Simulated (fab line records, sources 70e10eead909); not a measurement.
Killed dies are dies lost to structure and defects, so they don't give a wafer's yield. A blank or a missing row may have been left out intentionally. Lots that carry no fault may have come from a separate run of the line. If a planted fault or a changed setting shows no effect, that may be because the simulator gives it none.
Chamber matching    flow nand-harc    4 sister chambers for NHARC_A_STAIRCASE_STRIP_476 on rie-diel-08
The step strips in O2, time 20 s. 8 wafers are shown with their chamber, then 8 later ones without.

WAFERS WITH THEIR CHAMBER
wafer   chamber  showerhead-plenum-p-Torr (Torr)  rf-vpp-V (V)
L082.3  1        3.29                             56.9
L089.6  0        3.74                             58.2
L092.1  2        3.50                             56.7
L092.3  0        3.74                             57.8
L095.1  3        3.31                             58.6
L095.3  2        3.49                             57.3
L095.4  1        3.80                             58.5
L096.2  3        3.31                             56.7

WAFERS WITH NO CHAMBER GIVEN
wafer   showerhead-plenum-p-Torr (Torr)  rf-vpp-V (V)
L096.4  3.49                             57.6
L096.6  3.49                             56.5
L097.1  3.49                             57.5
L097.3  3.80                             58.6
L097.4  3.73                             58.7
L097.2  3.31                             56.3
L097.5  3.49                             58.6
L097.6  3.80                             56.8

CHAMBER TAKEN BY EACH
wafer   from the rows above                in truth
L096.4  can't be placed: 1 or 2 or 3 or 0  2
L096.6  can't be placed: 2 or 1 or 3 or 0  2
L097.1  can't be placed: 1 or 2 or 3 or 0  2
L097.3  can't be placed: 0 or 1 or 2       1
L097.4  can't be placed: 0 or 1 or 2 or 3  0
L097.2  can't be placed: 2 or 3 or 1 or 0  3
L097.5  can't be placed: 1 or 3 or 0 or 2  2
L097.6  can't be placed: 0 or 2 or 1 or 3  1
Placed correctly: 0 of 8. Can't be placed from these rows: 8 (the true chamber is among the candidates in 8). Number placed wrongly: 0.
How it was worked out, from the rows above alone: a wafer's distance from a chamber is the root of the sum, over the readings, of the square of ((its reading less the chamber's mean) divided by the reading's scatter). If the next closest chamber is less than 2 further off than the closest, the wafer can't be placed; otherwise it belongs to the closest. For every chamber, the mean is computed from those of its wafers that are shown. The scatter: the root of (the sum of the squares of (reading less its chamber's mean) over the shown wafers, divided by (wafers less chambers)).
